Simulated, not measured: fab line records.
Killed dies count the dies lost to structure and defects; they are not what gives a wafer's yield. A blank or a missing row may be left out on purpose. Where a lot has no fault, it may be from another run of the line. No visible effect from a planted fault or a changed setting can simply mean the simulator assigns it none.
fab line records | flow nand-harc
record lots=15 wafers=43 last-day=31
route steps=1302 shown P_STI@84 P_GATE@148
lots that met no fault: from a run of the same line without faults
start-h: hours from the record's first day to the start of the lot's first wafer shown | wait-h: hours from the lot's prior step to this one | " unchanged from the row above | L1.1+2: a row that stands for several wafers | - no value, or no start was given | * or withheld: withheld | < > ~ a bound
route shown NAME@n: NAME is a module with steps in the file, n the number in the route of the first one | usual: average and standard deviation across the fault-free wafers | same: alike in all rows | chamber/n: place in a boat | sites: readings site by site | _std_site: standard deviation of those values | _edge_site: the outer-site mean with the inner-site mean subtracted | radius-mm: how far each site lies from the wafer's centre | mask NAME#n: copy n | behind: the most recent tool/chamber to have shaped the wafer | hold: reason for holding the lot/hours on hold/outcome of the hold | device: names the non-switching transistor (n, p or np) | end of line: tests of these same wafers at the route's end | a step with no rows: only its recipe | killed: dies lost to structure and defects at the first sort, not the wafer's yield | map: shows each die of a wafer: x if killed, . if not, _ if none is there
set.NAME: the run value of the setting; set.NAME@STEP: its run value at that earlier step | model.NAME: the simulator's own value behind a step, which no gauge read
steps of the route over a sample of lots; a table a step, a row a wafer
services: when a tool's chamber went out of use (start-h, in hours from the record's first day, below 0 if earlier), for how many hours, and the reason
## steps
# step NHARC_P_STI_OVL_MEAS_10
# usual overlay-x-nm=1/5.2 overlay-y-nm=-1/4.4
# columns lot.wafer tool chamber start-h wait-h overlay-x-nm overlay-y-nm
L121.2 overlay-01 - 50.30 - 2 -5
L121.5 " - " " 1 -4
L121.6 " - " " 2 -4
L122.1 overlay-01 - 58.79 - -6 8
L122.2 " - " " -6 9
L122.5 " - " " -6 8
L123.1 overlay-02 - 67.37 - 0 -3
L123.4 " - " " 0 -3
L123.6 " - " " -1 -3
L124.4 overlay-01 - 75.74 - 3 8
L124.5 " - " " 3 9
L124.6 " - " " 3 9
L125.1 overlay-01 - 86.66 - 2 1
L125.2 " - " " 1 2
L125.5 " - " " 1 1
L126.2 overlay-01 - 94.00 - 4 -5
L126.3 " - " " 4 -5
L126.6 " - " " 4 -5
L127.1 overlay-01 - 104.38 - 1 -1
L127.4 " - " " 0 -1
L127.6 " - " " 0 -1
L128.1 overlay-02 - 118.32 - 7 2
L128.3 " - " " 7 2
L128.5 " - " " 6 2
L129.1 overlay-01 - 124.60 - 1 2
L129.2 " - " " 1 2
L129.4 " - " " 1 3
L131.3 overlay-02 - 146.40 - -5 -5
L131.5 " - " " -5 -5
L131.6 " - " " -5 -6
L132.2 overlay-02 - 158.91 - 6 -10
L132.3 " - " " 5 -10
L132.5 " - " " 6 -10
L133.1 overlay-02 - 164.28 - 3 -3
L133.3 " - " " 3 -2
L133.6 " - " " 3 -3
L135.2 overlay-02 - 182.74 - -7 -2
L135.6 " - " " -8 -1
L138.2 overlay-02 - 215.68 - -8 -8
L138.6 " - " " -9 -8
L139.1 overlay-02 - 223.36 - 14 1
L139.4 " - " " 13 1
L139.5 " - " " 13 1
# step NHARC_P_STI_DESCUM_14
# recipe time-s=3 o2-flow-sccm=200 ar-flow-sccm=0 bias-power-w=0 chemistry=O2
# usual drypump-motor-current-A=5.7/0.36 o2-flow-sccm=199.9/0.54 oes-product-au=1.004/0.014 rf-vpp-V=58.0/0.93 showerhead-plenum-p-Torr=1.93/0.098 throttle-valve-pct=11.311/0.0091
# columns lot.wafer tool chamber start-h wait-h drypump-motor-current-A o2-flow-sccm oes-product-au rf-hours-counter-h rf-vpp-V showerhead-plenum-p-Torr throttle-valve-pct
L121.2 rie-diel-09 0 50.48 - 5.4 200.8 1.000 7 59.8 2.06 11.314
L121.5 " 0 " " 5.4 200.2 1.008 - 58.5 2.06 11.307
L121.6 " 1 " " 6.1 199.9 0.999 - 56.4 1.79 11.314
L122.2 rie-diel-04 3 58.98 - 5.5 199.4 1.000 2 57.4 1.78 11.324
L122.1 " 0 " " 5.5 199.4 0.973 2 57.1 1.92 11.302
L122.5 " 1 " " 5.3 199.8 1.008 - 56.7 1.91 11.299
L123.4 rie-diel-08 1 67.54 - 5.5 200.6 0.973 2 57.7 1.92 11.308
L123.1 " 3 " " 5.9 199.0 1.000 2 57.3 1.95 11.317
L123.6 " 2 " " 5.9 199.4 0.998 - 57.5 2.06 11.315
L124.4 rie-diel-04 2 75.91 - 6.3 199.3 1.029 4 58.7 2.05 11.306
L124.6 " 2 " " 6.3 198.8 1.019 - 58.4 2.05 11.298
L124.5 " 3 " " 5.5 200.0 1.008 - 56.8 1.78 11.338
L125.1 rie-diel-04 0 86.83 - 5.5 200.5 0.973 3 57.2 1.92 11.318
L125.2 " 1 " " 5.2 198.9 1.003 3 56.8 1.91 11.319
L125.5 " 1 " " 5.3 199.7 1.005 - 57.5 1.91 11.328
L126.3 rie-diel-04 1 94.18 - 5.2 199.4 1.001 3 58.4 1.91 11.325
L126.2 " 2 " " 6.3 199.5 1.021 4 57.5 2.05 11.317
L126.6 " 1 " " 5.2 199.4 0.995 - 57.3 1.91 11.325
L127.4 rie-diel-09 1 104.55 - 6.0 199.5 0.990 11 56.2 1.79 11.312
L127.1 " 0 " " 5.4 200.0 0.990 11 60.2 2.06 11.309
L127.6 " 2 " " 5.1 201.2 0.999 - 58.2 2.00 11.311
L128.3 rie-diel-04 0 118.50 - 5.5 199.8 0.981 6 58.7 1.92 11.313
L128.1 " 2 " " 6.3 200.3 1.020 7 58.4 2.05 11.309
L128.5 " 1 " " 5.2 199.0 1.007 - 58.9 1.91 11.304
L129.4 rie-diel-09 2 124.77 - 5.1 199.8 1.026 12 59.7 2.00 11.312
L129.1 " 3 " " 6.0 200.1 1.011 14 58.9 2.00 11.306
L129.2 " 0 " " 5.4 200.3 0.997 14 57.6 2.06 11.325
L131.3 rie-diel-08 3 146.57 - 5.9 200.5 1.008 4 57.7 1.95 11.299
L131.5 " 3 " " 5.9 199.7 1.001 - 59.9 1.95 11.304
L131.6 " 0 " " 5.7 199.3 1.011 - 57.5 1.98 11.308
L132.2 rie-diel-09 1 159.09 - 6.0 200.5 1.013 1 58.4 1.78 11.303
L132.3 " 2 " " 5.1 200.8 0.992 1 59.5 2.00 11.301
L132.5 " 3 " " 6.0 199.2 1.019 - 57.2 2.00 11.313
L133.3 rie-diel-04 0 164.46 - 5.5 199.7 0.973 8 57.0 1.91 11.315
L133.1 " 1 " " 5.3 200.4 1.002 9 57.5 1.91 11.296
L133.6 " 3 " " 5.5 199.2 1.013 - 56.6 1.78 11.296
L135.2 rie-diel-08 1 182.93 - 5.6 199.0 0.980 6 57.7 1.92 11.308
L135.6 " 3 " " 5.9 199.5 0.999 - 58.5 1.94 11.300
L138.2 rie-diel-04 3 215.85 - 5.5 199.6 1.011 2 57.2 1.78 11.313
L138.6 " 0 " " 5.5 200.0 0.992 - 58.9 1.91 11.307
L139.1 rie-diel-09 1 223.53 - 6.0 199.7 1.004 7 56.3 1.78 11.309
L139.4 " 3 " " 6.0 200.4 1.017 8 58.9 2.00 11.317
L139.5 " 1 " " 6.0 199.7 1.012 - 58.5 1.78 11.318
# step NHARC_P_STI_INSPECT_25
# usual raw-defect-count=230/79
# columns lot.wafer tool chamber start-h wait-h raw-defect-count
L121.2 defect-inspect-01 - 81.40 0.4 236
L121.5 " - " " 217
L121.6 " - " " 241
L122.1 defect-inspect-01 - 89.94 0.4 322
L122.2 " - " " 120
L122.5 " - " " 352
L123.1 defect-inspect-01 - 99.70 0.4 198
L123.4 " - " " 179
L123.6 " - " " 155
L124.4 defect-inspect-02 - 99.70 0.4 248
L124.5 " - " " 250
L124.6 " - " " 264
L125.1 defect-inspect-02 - 116.94 0.4 222
L125.2 " - " " 172
L125.5 " - " " 205
L126.2 defect-inspect-02 - 122.55 0.4 264
L126.3 " - " " 301
L126.6 " - " " 142
L127.1 defect-inspect-02 - 135.52 0.4 211
L127.4 " - " " 159
L127.6 " - " " 206
L129.1 defect-inspect-01 - 153.37 0.4 429
L129.2 " - " " 320
L129.4 " - " " 221
L128.1 defect-inspect-02 - 153.37 0.4 164
L128.3 " - " " 133
L128.5 " - " " 175
L131.3 defect-inspect-02 - 170.01 0.4 270
L131.5 " - " " 166
L131.6 " - " " 251
L132.2 defect-inspect-01 - 186.99 0.4 245
L132.3 " - " " 166
L132.5 " - " " 141
L133.1 defect-inspect-01 - 193.21 0.4 132
L133.3 " - " " 196
L133.6 " - " " 235
L135.2 defect-inspect-02 - 217.14 0.4 140
L135.6 " - " " 248
L138.2 defect-inspect-01 - 245.38 0.4 227
L138.6 " - " " 418
L139.1 defect-inspect-01 - 253.04 0.4 293
L139.4 " - " " 269
L139.5 " - " " 238
# step NHARC_P_GATE_ETCH_114
# recipe target-depth-a=300 overetch-a=30 time-s=16.5 ion-energy-ev=100 cf4-flow-sccm=80 o2-flow-sccm=20 ar-flow-sccm=0 rf-w=300 bias-w=100 chemistry=CF4/O2
# usual drypump-motor-current-A=5.9/0.4 o2-flow-sccm=20.00/0.057 oes_ar_750_au=1.001/0.0048 oes-product-au=1.000/0.011 rf-vpp-V=197.5/1.5 showerhead-plenum-p-Torr=1.33/0.058 throttle-valve-pct=13.398/0.0078
# columns lot.wafer tool chamber start-h wait-h drypump-motor-current-A o2-flow-sccm oes_ar_750_au oes-product-au rf-hours-counter-h rf-vpp-V showerhead-plenum-p-Torr throttle-valve-pct
L121.2 rie-diel-06 2 107 - 5.8 20.08 0.994 1.008 7.5 197.8 1.31 13.392
L121.5 " 3 " " 5.4 20.03 1.006 1.003 - 197.5 1.37 13.411
L121.6 " 0 " " 6.6 19.95 1.005 1.019 - 196.8 1.26 13.399
L122.1 rie-diel-02 0 112 - 5.8 20.06 0.995 0.996 3.3 200.5 1.42 13.399
L122.2 " 1 " " 5.6 20.04 0.990 0.979 3.8 199.5 1.38 13.401
L122.5 " 3 " " 5.8 19.95 1.002 0.977 - 197.9 1.36 13.387
L123.1 rie-diel-06 0 126 - 6.6 20.04 0.995 1.027 8.2 197.0 1.26 13.397
L123.4 " 1 " " 5.9 20.01 1.004 1.008 8.2 195.9 1.26 13.408
L123.6 " 1 " " 5.9 19.99 0.995 1.011 - 195.8 1.26 13.408
L124.4 rie-diel-06 2 127 - 5.9 19.89 1.000 1.011 8.6 196.1 1.31 13.392
L124.5 " 0 " " 6.6 19.99 0.997 1.013 - 195.9 1.26 13.398
L124.6 " 1 " " 5.9 20.00 0.999 0.998 - 196.4 1.26 13.401
L125.2 rie-diel-02 3 142 - 5.8 20.05 0.997 1.018 4.9 197.4 1.36 13.395
L125.1 " 0 " " 5.8 20.04 1.003 1.004 5.0 200.1 1.42 13.399
L125.5 " 0 " " 5.8 19.99 1.001 0.995 - 198.4 1.42 13.394
L126.3 rie-diel-02 2 148 - 5.9 20.02 1.005 0.997 6.3 197.3 1.29 13.398
L126.2 " 3 " " 5.8 20.10 1.004 1.006 5.1 198.7 1.36 13.392
L126.6 " 3 " " 5.8 20.07 0.998 1.000 - 197.3 1.36 13.404
L127.1 rie-diel-02 2 159 - 5.9 20.10 0.996 0.995 6.4 195.9 1.29 13.393
L127.4 " 3 " " 5.8 19.99 0.998 0.999 5.2 198.1 1.36 13.405
L127.6 " 1 " " 5.6 20.00 1.001 0.996 - 199.6 1.38 13.406
L128.1 rie-diel-13 0 176 - 5.2 20.06 1.004 0.997 0.1 198.3 1.37 13.382
L128.3 " 1 " " 5.8 20.06 1.004 0.998 0.1 196.7 1.33 13.400
L128.5 " 3 " " 6.5 19.95 1.004 1.015 - 194.7 1.27 13.403
L129.1 rie-diel-02 1 176 - 5.6 19.97 0.999 0.993 6.5 197.3 1.38 13.386
L129.2 " 2 " " 5.8 20.00 1.006 0.991 6.8 197.1 1.29 13.403
L129.4 " 0 " " 5.8 19.96 1.006 1.000 5.7 198.3 1.42 13.388
L131.3 rie-diel-06 0 193 - 6.6 20.01 0.995 0.989 2.7 195.4 1.26 13.385
L131.5 " 3 " " 5.5 20.13 1.007 0.994 - 199.0 1.37 13.410
L131.6 " 0 " " 6.6 19.92 1.002 1.000 - 196.4 1.26 13.402
L132.3 rie-diel-13 3 215 - 6.5 20.08 1.008 1.012 2.5 196.3 1.27 13.384
L132.2 " 0 " " 5.3 20.05 1.004 0.991 2.6 198.3 1.37 13.401
L132.5 " 3 " " 6.5 19.96 1.000 1.015 - 196.4 1.27 13.392
L133.3 rie-diel-06 3 219 - 5.4 19.95 0.997 1.000 5.8 198.2 1.37 13.398
L133.1 " 0 " " 6.6 20.00 1.007 0.999 4.2 196.0 1.26 13.404
L133.6 " 3 " " 5.4 19.97 1.007 0.980 - 198.7 1.37 13.399
L135.2 rie-diel-06 0 240 - 6.6 20.08 1.001 0.898 7.0 196.2 1.26 13.400
L135.6 " 3 " " 5.4 19.96 1.003 1.005 - 199.1 1.37 13.400
L138.2 rie-diel-06 0 271 - 6.6 20.03 0.993 0.905 9.0 195.7 1.26 13.387
L138.6 " 1 " " 5.9 19.98 1.001 1.011 - 196.1 1.26 13.402
L139.4 rie-diel-06 1 276 - 5.9 19.87 0.999 0.882 7.9 197.8 1.26 13.395
L139.1 " 3 " " 5.4 20.11 0.998 0.997 10.0 198.1 1.36 13.399
L139.5 " 1 " " 5.9 19.97 0.990 1.008 - 197.4 1.26 13.396
## services
# columns tool chamber start-h hours kind
rie-diel-02 3 35.04 4.5 repair
rie-diel-02 - 39.70 9.0 pm
rie-diel-04 0 59.76 10.1 repair
rie-diel-04 2 86.37 1.4 repair
rie-diel-06 1 105.97 3.8 repair
rie-diel-09 2 109.03 2.2 repair
rie-diel-02 - 115.84 0.9 repair
rie-diel-02 - 120.18 4.4 repair
rie-diel-08 0 125.66 3.8 repair
rie-diel-06 - 130.20 9.0 pm
rie-diel-09 0 136.08 43.1 repair
rie-diel-02 1 138.80 16.8 repair
rie-diel-09 - 143.19 9.0 pm
rie-diel-04 0 165.66 13.1 repair
rie-diel-08 3 165.91 6.9 repair
rie-diel-08 0 170.78 5.0 repair
rie-diel-04 - 177.90 9.0 pm
rie-diel-08 - 190.80 9.0 pm
rie-diel-02 2 200.61 24.7 repair
rie-diel-08 2 212.05 2.0 repair
rie-diel-02 - 216.70 9.0 pm
rie-diel-06 1 228.87 3.5 repair
rie-diel-04 0 241.65 14.1 repair
rie-diel-04 0 259.85 10.5 repair
## key
first-sign step=NHARC_P_GATE_ETCH_114 reading=oes-product-au direction=down sigmas=9.7 usual=1.000 struck=0.895
effect none on later readings
met-at NHARC_P_GATE_ETCH_114
struck-lots L135,L138,L139
struck-wafers L135.2,L138.2,L139.4
later-rows-left-out L135.2,L138.2,L139.4
sort-left-out L135.2,L138.2,L139.4
tester-left-out L135,L138,L139
not-acting-at NHARC_P_STI_OVL_MEAS_10,NHARC_P_STI_DESCUM_14,NHARC_P_STI_INSPECT_25
onset-between 219 240
fault kind=process-parameter-drift tool=rie-diel-06 chamber=- onset-h=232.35 steps=NHARC_P_GATE_ETCH_114 channel=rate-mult offset=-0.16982 shape=step end-h=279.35 scope=struck-wafers-only
# tester-left-out: of these lots the tester's yield and bins aren't shown, on N5 and GAA mostly nor the transistor test; their killed dies are dies lost to structure and defects alone, not to doping, threshold or leakage, so they don't give the yield
# sort-left-out: the simulated sort isn't trusted on such a fault, so these wafers' sort isn't shown, and their yield isn't known
# later-rows-left-out: the simulator's readings of these wafers behind a module that went badly wrong aren't trusted and aren't shown, but for the sort
